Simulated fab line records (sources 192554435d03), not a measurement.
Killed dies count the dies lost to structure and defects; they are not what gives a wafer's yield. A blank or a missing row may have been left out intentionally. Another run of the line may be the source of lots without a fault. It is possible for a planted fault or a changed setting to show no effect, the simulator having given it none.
Comparing a struck lot with a sound one / flow n5-finfet / 37 out of 1938 route steps
Sound: the wafers L967.2, L967.5, L967.6. Struck: wafer L964.5 (L964.4, L964.6, from the same lot, were not struck and are left out); the cause is given at the end.
Order at every step that has rows: each side's tool, ch and its chambers, its first start. Under that, the readings that differ: sound wafers / struck wafers / difference of the means / sigmas: that difference in standard deviations of wafers without a fault.
alike: readings with means less than 2 such deviations apart, plus words and numbers identical on both sides. not compared: withheld readings, readings lacking a value on some wafer, bounds such as >300 that could conceal the same value, and numbers that have no deviation in the record and whose values overlap.
A row with sigmas, a row that says differs or no value, or rows on one side alone: a step with any of these is where the two part. Non-overlapping numbers with no deviation appear without sigmas and do not part them. Lack of a reading on every wafer of one side parts them only where that side has two or more wafers.

first, 9 steps without rows for these wafers: N5_MOL_CONTACT_COAG_COAT_02 (resist thk 30 nm); N5_MOL_CONTACT_COAG_EBR_04; N5_MOL_CONTACT_COAG_SOFTBAKE_03 (time 60 s); N5_MOL_CONTACT_COAG_EXPOSE_05 (exposes mask CA, defocus 0 nm); N5_MOL_CONTACT_COAG_PEB_06 (peb time 60 s); N5_MOL_CONTACT_COAG_DEVELOP_07 (develop time 30 s); N5_MOL_CONTACT_COAG_DESCUM_13 (chemistry O2, time 7 s); N5_MOL_CONTACT_COAG_ETCH_59 (etches underlayer in N2/H2, target depth 13 nm, time 10.4 s); N5_MOL_CONTACT_COAG_ETCH_105 (etches SiARC in CF4, target depth 15.6 nm, time 26 s).
N5_MOL_CONTACT_COAG_ETCH_106: etches SOC in N2/H2, target depth 80 nm, overetch 16 nm, time 120 s.
  sound on rie-diel-04 ch 1,2,3, day 9 18:44; struck on rie-diel-05 ch 1, day 8 22:27
reading=rf-fwd-power-W (W); sound=842.1 832.3 839.1; struck=634.5; difference=-203.3; sigmas=-81
reading=rf-vpp-V (V); sound=525.7 524.0 524.6; struck=577.8; difference=+53.0; sigmas=+25
reading=model.etch.depth-nm (nm); sound=80.54 80.34 80.27; struck=76.81; difference=-3.57; sigmas=
reading=model.SiARC_of_MOL_CONTACT_COAG_COAT_104.thk-nm (nm); sound=6.2 6.2 6.4; struck=7.2; difference=+0.9; sigmas=
reading=model.MOL_CONTACT_COAG.cd-offset-nm (nm); sound=0 0.2 0; struck=-0.8; difference=-0.9; sigmas=
  alike: chamber-pressure-mTorr, drypump-motor-current-A, h2-flow-sccm, n2-flow-sccm, oes-product-au, showerhead-plenum-p-Torr, throttle-valve-pct
  not compared: rf-hours-counter-h
then, 5 steps without rows for these wafers: N5_MOL_CONTACT_COAG_STRIP_107 (strips in N2/H2); N5_MOL_CONTACT_COAG_STRIP_108 (strips in N2/H2); N5_MOL_CONTACT_COAG_CONTACT_ETCH_14 (etches SiO2 in C4F6/O2, target depth 27.5 nm, overetch 8.5 nm, time 20 s); N5_MOL_CONTACT_COAG_STRIP_109 (strips in C4F6/O2); N5_MOL_CONTACT_COAG_ETCH_15 (etches SiNx in CH3F/O2, stops on Si:P, target depth 7 nm).
N5_MOL_CONTACT_COAG_ETCH_110: etches Si in CF4/O2, target depth 2.5 nm, time 8 s.
  sound on rie-diel-04 ch 1,2,3, day 9 18:56; struck on rie-diel-05 ch 1, day 8 22:39
reading=model.MOL_CONTACT_COAG.cd-offset-nm (nm); sound=0 0.4 0; struck=-0.6; difference=-0.7; sigmas=
  alike: cf4-flow-sccm, chamber-pressure-mTorr, drypump-motor-current-A, oes-product-au, rf-fwd-power-W, rf-vpp-V, showerhead-plenum-p-Torr, throttle-valve-pct
  not compared: rf-hours-counter-h
then, 19 steps without rows for these wafers: N5_MOL_CONTACT_COAG_STRIP_98 (strips in N2/H2); N5_MOL_CONTACT_COAG_IMPLANT_129; N5_MOL_CONTACT_COAG_PRECLEAN_111 (cleans in NF3:NH3, afs cycles 1, time 20 s, sublimation time 60 s); N5_MOL_CONTACT_COAG_TI_SIL_19 (material Ti, target thk 4.2 nm, time 15 s); N5_MOL_CONTACT_COAG_ALD_20 (deposits TiN, target thk 1.5 nm, pulse time 1 s, purge time 3 s); N5_MOL_CONTACT_COAG_SIL_ANNEAL_21 (time 60 s); N5_MOL_CONTACT_COAG_PRE_CLEAN_141 (time 60 s); N5_MOL_CONTACT_COAG_SPUTTER_143 (material Co, target thk 2.5 nm); N5_MOL_CONTACT_COAG_CO_FILL_22 (material Co, precursor CCTBA/H2, target thk 20 nm); N5_MOL_CONTACT_COAG_ANNEAL_113 (time 300 s); N5_MOL_CONTACT_COAG_PRE_CLEAN_142 (time 60 s); N5_MOL_CONTACT_COAG_SPUTTER_130 (material Co, target thk 47.5 nm); N5_MOL_CONTACT_COAG_PRECLEAN_125 (cleans in DIW, time 57.5 s); N5_MOL_CONTACT_COAG_SRD_126 (dry time 32 s); N5_MOL_CONTACT_COAG_CMP_23 (polishes, stops on SiO2, t overpolish 1.5 s, target thk 0 nm); N5_MOL_CONTACT_COAG_WET_ETCH_26 (target Co, target depth 13 nm); N5_MOL_CONTACT_COAG_WET_ETCH_116 (etches the open film in SC1-inhibited, target depth 4.6 nm, rinse time 30 s); N5_MOL_CONTACT_COAG_ALD_27 (deposits SiOC, target thk 17 nm, pulse time 1.5 s, time 2720 s); N5_MOL_CONTACT_COAG_CMP_28 (polishes, stops on SiNx, t overpolish 0.85 s, target thk 14.522 nm).
-- record jumps: 3 days separate the struck wafers' starts on either side; left off in module MOL_CONTACT_COAG, taken up again in module BEOL_M4, whose first shown step is the route's number 1111 --
N5_BEOL_M4_RC_MEAS_101:
  sound on prober-02 ch 0, day 13 09:04; struck on prober-02 ch 0, day 12 02:07
reading=IOFF_N (nA/um); sound=0.155 0.124 0.126; struck=0.186; difference=+0.051; sigmas=+2
reading=RC_DENSE_N (ohm.um); sound=19.4 18.8 19.1; struck=20.3; difference=+1.2; sigmas=+4
reading=RC_DENSE_P (ohm.um); sound=24.0 23.3 23.7; struck=25.5; difference=+1.8; sigmas=+4
reading=RC_N (ohm.um); sound=15.73 15.31 15.65; struck=16.53; difference=+0.97; sigmas=+4
reading=RC_P (ohm.um); sound=19.6 19.1 19.5; struck=20.8; difference=+1.4; sigmas=+4
  alike: DIBL_N, DIBL_P, IOFF_P, ION_N, ION_P, SS_N, SS_P, VT_N, VT_P
-- a jump in the record: the struck wafers' starts before and after are 4 days apart (it breaks off in module BEOL_M4 and resumes in module PASSIVATION, where the first step shown is number 1936 of the route) --
N5_PASSIVATION_PROBE_49:
  only the struck wafers here have rows in the record (prober-01, day 16 11:58); the sound ones have none

## WHERE THEY PART
Earliest at N5_MOL_CONTACT_COAG_ETCH_106; latest, in this record, at N5_PASSIVATION_PROBE_49.

WHY: what had been put in by the simulator
rie-diel-05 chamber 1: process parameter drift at N5_MOL_CONTACT_COAG_ETCH_106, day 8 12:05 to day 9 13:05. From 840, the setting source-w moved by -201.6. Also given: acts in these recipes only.
